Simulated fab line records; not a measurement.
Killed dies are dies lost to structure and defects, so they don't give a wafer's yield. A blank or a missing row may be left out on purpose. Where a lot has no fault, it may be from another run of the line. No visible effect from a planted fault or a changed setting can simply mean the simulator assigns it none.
Which tool was responsible? / flow n5-finfet / Sampling: 10 lots, 30 wafers, 6 of 1938 route steps

== WHAT EACH GAUGE READ, for each wafer ==
N5_BEOL_M12_INSPECT_30: inspects for defects (macro).
lot=L966; measured=day 11 04:55; on=defect-inspect-02; raw-defect-count=1 2 2
lot=L965; measured=day 11 05:16; on=defect-inspect-02; raw-defect-count=4 3 2
lot=L968; measured=day 11 18:46; on=defect-inspect-01; raw-defect-count=1 5 2
lot=L969; measured=day 11 22:56; on=defect-inspect-01; raw-defect-count=3 3 3
lot=L970; measured=day 12 00:02; on=defect-inspect-02; raw-defect-count=0 3 4
lot=L974; measured=day 12 20:34; on=defect-inspect-02; raw-defect-count=2 3 3
lot=L980; measured=day 14 23:10; on=defect-inspect-01; raw-defect-count=1 1 3
lot=L981; measured=day 15 03:19; on=defect-inspect-01; raw-defect-count=5 5 1
lot=L982; measured=day 15 03:56; on=defect-inspect-02; raw-defect-count=4 0 3
lot=L987; measured=day 16 15:15; on=defect-inspect-01; raw-defect-count=0 2 3

N5_BEOL_M12_INSPECT_55: inspects for defects (darkfield).
lot=L966; measured=day 11 12:28; on=defect-inspect-01; raw-defect-count=71 93 73
lot=L965; measured=day 11 15:40; on=defect-inspect-01; raw-defect-count=79 76 77
lot=L968; measured=day 11 21:58; on=defect-inspect-01; raw-defect-count=107 91 76
lot=L969; measured=day 12 03:44; on=defect-inspect-02; raw-defect-count=82 131 84
lot=L970; measured=day 12 08:13; on=defect-inspect-02; raw-defect-count=76 66 53
lot=L974; measured=day 13 01:47; on=defect-inspect-02; raw-defect-count=50 41 68
lot=L980; measured=day 15 03:26; on=defect-inspect-02; raw-defect-count=83 62 82
lot=L981; measured=day 15 08:55; on=defect-inspect-01; raw-defect-count=291 307 333
lot=L982; measured=day 15 11:13; on=defect-inspect-01; raw-defect-count=336 365 333
lot=L987; measured=day 16 18:52; on=defect-inspect-01; raw-defect-count=67 68 73

N5_BEOL_M13_INSPECT_12: inspects for defects (macro).
lot=L966; measured=day 11 13:08; on=defect-inspect-01; raw-defect-count=4 1 1
lot=L965; measured=day 11 16:13; on=defect-inspect-01; raw-defect-count=7 1 3
lot=L968; measured=day 11 22:38; on=defect-inspect-02; raw-defect-count=3 2 2
lot=L969; measured=day 12 04:28; on=defect-inspect-01; raw-defect-count=6 2 3
lot=L970; measured=day 12 08:46; on=defect-inspect-01; raw-defect-count=3 1 0
lot=L974; measured=day 13 02:20; on=defect-inspect-01; raw-defect-count=2 3 2
lot=L980; measured=day 15 03:59; on=defect-inspect-02; raw-defect-count=1 3 1
lot=L981; measured=day 15 09:35; on=defect-inspect-01; raw-defect-count=241 270 284
lot=L982; measured=day 15 11:45; on=defect-inspect-01; raw-defect-count=279 271 278
lot=L987; measured=day 16 19:32; on=defect-inspect-02; raw-defect-count=3 2 3

== TOOL THAT RAN EACH LOT (tool first, then ch and the chambers of the sampled wafers, then the start) ==
lot=L966; N5_BEOL_M12_ETCH_68=rie-diel-01 ch 2,3, day 11 05:11; N5_BEOL_M12_DEGAS_41=pvd-sputter-01, day 11 11:14; N5_BEOL_M12_DEP_53=pecvd-01 ch 0,2, day 11 12:23
lot=L965; N5_BEOL_M12_ETCH_68=rie-diel-04 ch 0,2, day 11 05:31; N5_BEOL_M12_DEGAS_41=pvd-sputter-03, day 11 14:25; N5_BEOL_M12_DEP_53=pecvd-01 ch 1,2, day 11 15:35
lot=L968; N5_BEOL_M12_ETCH_68=rie-diel-04 ch 0,1,3, day 11 20:01; N5_BEOL_M12_DEGAS_41=pvd-sputter-01, day 11 20:43; N5_BEOL_M12_DEP_53=pecvd-01 ch 0,2, day 11 21:52
lot=L969; N5_BEOL_M12_ETCH_68=rie-diel-04 ch 0,1,3, day 11 23:17; N5_BEOL_M12_DEGAS_41=pvd-sputter-03, day 12 02:25; N5_BEOL_M12_DEP_53=pecvd-04 ch 1,2, day 12 03:39
lot=L970; N5_BEOL_M12_ETCH_68=rie-diel-04 ch 2,3, day 12 00:52; N5_BEOL_M12_DEGAS_41=pvd-sputter-03, day 12 02:56; N5_BEOL_M12_DEP_53=pecvd-04 ch 0,1, day 12 08:07
lot=L974; N5_BEOL_M12_ETCH_68=rie-diel-05 ch 0,2, day 12 20:47; N5_BEOL_M12_DEGAS_41=pvd-sputter-03, day 13 00:31; N5_BEOL_M12_DEP_53=pecvd-01 ch 1,2, day 13 01:41
lot=L980; N5_BEOL_M12_ETCH_68=rie-diel-04 ch 0,1,3, day 14 23:23; N5_BEOL_M12_DEGAS_41=pvd-sputter-01, day 15 01:59; N5_BEOL_M12_DEP_53=pecvd-01 ch 0,1,2, day 15 03:21
lot=L981; N5_BEOL_M12_ETCH_68=rie-diel-04 ch 0,3, day 15 03:33; N5_BEOL_M12_DEGAS_41=pvd-sputter-01, day 15 07:32; N5_BEOL_M12_DEP_53=pecvd-01 ch 0,1,2, day 15 08:50
lot=L982; N5_BEOL_M12_ETCH_68=rie-diel-05 ch 0,2, day 15 04:09; N5_BEOL_M12_DEGAS_41=pvd-sputter-01, day 15 09:55; N5_BEOL_M12_DEP_53=pecvd-01 ch 0,1,2, day 15 11:07
lot=L987; N5_BEOL_M12_ETCH_68=rie-diel-01 ch 2,3, day 16 15:37; N5_BEOL_M12_DEGAS_41=pvd-sputter-02, day 16 17:38; N5_BEOL_M12_DEP_53=pecvd-02 ch 0,1,2, day 16 18:47
- N5_BEOL_M12_ETCH_68: etches SOC in N2/H2, time 285 s.
- N5_BEOL_M12_DEGAS_41: time 60 s.
- N5_BEOL_M12_DEP_53: deposits SiCN from 3MS/NH3, target thk 30 nm, time 10.5 s.

== WHAT THE TOOLS THEMSELVES READ (means of the sampled wafers that have a number; where no wafer has one, the mark that the record gives instead) ==
N5_BEOL_M12_ETCH_68.
lot=L966; tool=rie-diel-01; drypump-motor-current-A (A)=5.7; oes-product-au (a.u.)=0.74; rf-vpp-V (V)=525.9; showerhead-plenum-p-Torr (Torr)=2.60; throttle-valve-pct (%)=17.83
lot=L965; tool=rie-diel-04; drypump-motor-current-A (A)=5.8; oes-product-au (a.u.)=0.92; rf-vpp-V (V)=525.7; showerhead-plenum-p-Torr (Torr)=2.58; throttle-valve-pct (%)=17.56
lot=L968; tool=rie-diel-04; drypump-motor-current-A (A)=5.6; oes-product-au (a.u.)=0.90; rf-vpp-V (V)=525.7; showerhead-plenum-p-Torr (Torr)=2.64; throttle-valve-pct (%)=17.48
lot=L969; tool=rie-diel-04; drypump-motor-current-A (A)=5.6; oes-product-au (a.u.)=0.88; rf-vpp-V (V)=526.7; showerhead-plenum-p-Torr (Torr)=2.64; throttle-valve-pct (%)=17.48
lot=L970; tool=rie-diel-04; drypump-motor-current-A (A)=5.5; oes-product-au (a.u.)=0.90; rf-vpp-V (V)=526.3; showerhead-plenum-p-Torr (Torr)=2.58; throttle-valve-pct (%)=17.53
lot=L974; tool=rie-diel-05; drypump-motor-current-A (A)=5.2; oes-product-au (a.u.)=0.70; rf-vpp-V (V)=519.0; showerhead-plenum-p-Torr (Torr)=2.39; throttle-valve-pct (%)=18.17
lot=L980; tool=rie-diel-04; drypump-motor-current-A (A)=5.5; oes-product-au (a.u.)=0.84; rf-vpp-V (V)=525.5; showerhead-plenum-p-Torr (Torr)=2.63; throttle-valve-pct (%)=17.53
lot=L981; tool=rie-diel-04; drypump-motor-current-A (A)=5.4; oes-product-au (a.u.)=0.83; rf-vpp-V (V)=524.9; showerhead-plenum-p-Torr (Torr)=2.58; throttle-valve-pct (%)=17.42
lot=L982; tool=rie-diel-05; drypump-motor-current-A (A)=5.1; oes-product-au (a.u.)=0.68; rf-vpp-V (V)=519.5; showerhead-plenum-p-Torr (Torr)=2.39; throttle-valve-pct (%)=18.20
lot=L987; tool=rie-diel-01; drypump-motor-current-A (A)=5.8; oes-product-au (a.u.)=0.89; rf-vpp-V (V)=525.2; showerhead-plenum-p-Torr (Torr)=2.58; throttle-valve-pct (%)=17.61

N5_BEOL_M12_DEGAS_41.
lot=L966; tool=pvd-sputter-01; heater-power-w (W)=328
lot=L965; tool=pvd-sputter-03; heater-power-w (W)=306
lot=L968; tool=pvd-sputter-01; heater-power-w (W)=335
lot=L969; tool=pvd-sputter-03; heater-power-w (W)=306
lot=L970; tool=pvd-sputter-03; heater-power-w (W)=320
lot=L974; tool=pvd-sputter-03; heater-power-w (W)=313
lot=L980; tool=pvd-sputter-01; heater-power-w (W)=334
lot=L981; tool=pvd-sputter-01; heater-power-w (W)=339
lot=L982; tool=pvd-sputter-01; heater-power-w (W)=336
lot=L987; tool=pvd-sputter-02; heater-power-w (W)=324

N5_BEOL_M12_DEP_53.
lot=L966; tool=pecvd-01; showerhead-plenum-p-Torr (Torr)=4.159; throttle-valve-pct (%)=17.6
lot=L965; tool=pecvd-01; showerhead-plenum-p-Torr (Torr)=4.173; throttle-valve-pct (%)=17.8
lot=L968; tool=pecvd-01; showerhead-plenum-p-Torr (Torr)=4.146; throttle-valve-pct (%)=17.6
lot=L969; tool=pecvd-04; showerhead-plenum-p-Torr (Torr)=4.159; throttle-valve-pct (%)=17.8
lot=L970; tool=pecvd-04; showerhead-plenum-p-Torr (Torr)=4.170; throttle-valve-pct (%)=19.2
lot=L974; tool=pecvd-01; showerhead-plenum-p-Torr (Torr)=4.168; throttle-valve-pct (%)=17.8
lot=L980; tool=pecvd-01; showerhead-plenum-p-Torr (Torr)=4.166; throttle-valve-pct (%)=17.6
lot=L981; tool=pecvd-01; showerhead-plenum-p-Torr (Torr)=4.164; throttle-valve-pct (%)=17.7
lot=L982; tool=pecvd-01; showerhead-plenum-p-Torr (Torr)=4.162; throttle-valve-pct (%)=17.5
lot=L987; tool=pecvd-02; showerhead-plenum-p-Torr (Torr)=4.153; throttle-valve-pct (%)=17.9

== THE ANSWER, worked out from the rows above alone ==
Rule: the usual values come from the lots themselves. Put in order of their means at a reading, lots are off if they are a third of the lots or fewer, leave a main group of 4 or more, and stand apart from it by a gap of 3 or more times the standard deviation of the main group's means; of several such gaps the widest counts. A main group is skipped when, at the precision printed for the reading in the tables above, its means are all equal. A lot without any number at a reading at which 4 lots or more have one is off too. All remaining lots with rows at the step are treated as sound. After the gauges, taken in route order, come the tools' own readings; for these a lot's mean is taken, as printed above. The first step at which some lot is off is used, and at that step the reading that is off furthest; a lot without a number counts as furthest.
Off at N5_BEOL_M12_INSPECT_55 (raw-defect-count): L981, L982. The main group has a mean of 76 with a standard deviation of 14.
If a tool, at a process step before that reading, ran all the lots that are off and no sound lot after the first of them, it fits. The gauges at N5_BEOL_M12_INSPECT_55 are tried like those tools. Undecided on this evidence; 2 tools fit (pvd-sputter-01 at N5_BEOL_M12_DEGAS_41, pecvd-01 at N5_BEOL_M12_DEP_53).

== WHAT HAD BEEN PUT IN BY THE SIMULATOR ==
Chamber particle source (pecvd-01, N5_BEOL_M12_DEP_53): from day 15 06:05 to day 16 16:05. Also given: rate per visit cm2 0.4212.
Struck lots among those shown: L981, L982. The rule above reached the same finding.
